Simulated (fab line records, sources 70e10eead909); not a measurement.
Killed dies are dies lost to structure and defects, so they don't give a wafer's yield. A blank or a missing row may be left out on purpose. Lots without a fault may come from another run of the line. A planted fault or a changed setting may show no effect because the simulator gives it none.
Problem report in the 8D (eight disciplines) form, filled by code | flow nand_harc | the parts of the form that need people (team, actions taken, sign-off) are left out

1. THE PROBLEM
sort_bin_3_pct at NHARC_END_SORT_01 reads a mean of 5.02 % on 1 wafer of 1 lot; wafers without a fault read 0.25 % with a standard deviation of 0.23. That is +21 standard deviations from the usual mean.
First seen on wafer L805.3, day 23 21:48, on prober-01. The record holds 8 wafers of 3 lots with a number at this step. Rule for "out", or "out of limits": more than 4 standard deviations from the usual mean. The other wafers with a number count as sound.

2. WHAT IT IS AND WHAT IT IS NOT
question                    | is                                                                                                              | is not
which readings at this step | sort_bin_3_pct, defect_limited_yield, killed_at_array, killed_dies, sort_bin_2_pct, sort_n_pass, sort_yield_pct | killed_at_other, killed_at_periphery, killed_open, killed_short, sort_rim_yield_pct
which lots                  | L805                                                                                                            | L796, L800
which wafers of those lots  | L805.3                                                                                                          | L805.1, L805.2
read on which gauges        | prober-01                                                                                                       | prober-02
when                        | from day 23 21:48                                                                                               | up to then (7 sound wafers)

3. SUSPECTS, AND WHAT RULES EACH OUT
Counting: a tool at a process step up to the reading stays a suspect if it ran every lot that is out. Sound lots after the first of them don't rule it out here, since some wafers of a struck lot are sound.
- the gauge at NHARC_END_SORT_01: kept. All the wafers that are out were read on prober-01, and no step on other tools shows them out.
- pvd_sputter-02 at NHARC_A_M1_PRE_CLEAN_30 (time 30 s): kept. It ran the lot that is out, L805 (day 22 00:22); its last sound lot up to then is L800 (day 19 07:02).
- pecvd-02 at NHARC_THIN_TSV_DEP_47 (deposits SiO2, target thk 200 nm): kept. It ran the lot that is out, L805 (day 23 00:38).
- Within pecvd-02 at NHARC_THIN_TSV_DEP_47: the wafers that are out ran in chamber 0; their sound lot-mates ran in chambers 1, 2.
Left after counting: pvd_sputter-02 at NHARC_A_M1_PRE_CLEAN_30, pecvd-02 at NHARC_THIN_TSV_DEP_47, prober-01 at NHARC_END_SORT_01.

4. THE CAUSE (what the simulator had put in)
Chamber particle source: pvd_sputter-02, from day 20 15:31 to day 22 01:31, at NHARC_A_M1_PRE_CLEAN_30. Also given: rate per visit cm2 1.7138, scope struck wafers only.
Counting left 3 suspects, and this tool is among them.

5. THE CHAIN OF EFFECTS, in route order
Each row: a reading whose mean over the struck wafers that have a number lies more than 3 standard deviations from the usual. Only readings for which the record gives a usual standard deviation are gone through. hours: the time from each lot's start at the first step in this table that gives one to its start at this step, as a median over the lots. sigmas: the change in usual standard deviations.
hours | step              | reading              | usual  | on struck wafers | change | sigmas
0     | NHARC_END_SORT_01 | defect_limited_yield | 95.7 % | 83.2             | -12.5  | -8.3
0     | NHARC_END_SORT_01 | killed_at_array      | 25     | 112              | +87    | +8.9
0     | NHARC_END_SORT_01 | killed_dies          | 29     | 114              | +85    | +8.5
0     | NHARC_END_SORT_01 | sort_bin_2_pct       | 1.3 %  | 6.6              | +5.3   | +8.8
0     | NHARC_END_SORT_01 | sort_bin_3_pct       | 0.25 % | 5.02             | +4.77  | +21
0     | NHARC_END_SORT_01 | sort_n_pass          | 648    | 563              | -85    | -8.5
0     | NHARC_END_SORT_01 | sort_yield_pct       | 95.7 % | 83.2             | -12.5  | -8.3

6. WHAT WOULD HAVE CAUGHT IT SOONER
In this record the first reading out of limits at a measuring or inspecting step was taken at day 23 21:48, 78 hours after the fault began at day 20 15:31.
Of the tool readings at NHARC_A_M1_PRE_CLEAN_30 for which the record gives a usual standard deviation, none was out on any struck wafer, so an alarm limit of 4 standard deviations on them would not have fired.
All the lots that are out (1) had begun NHARC_A_M1_PRE_CLEAN_30 on pvd_sputter-02 by day 23 21:48. A hold on the tool at that time would have spared none of them.
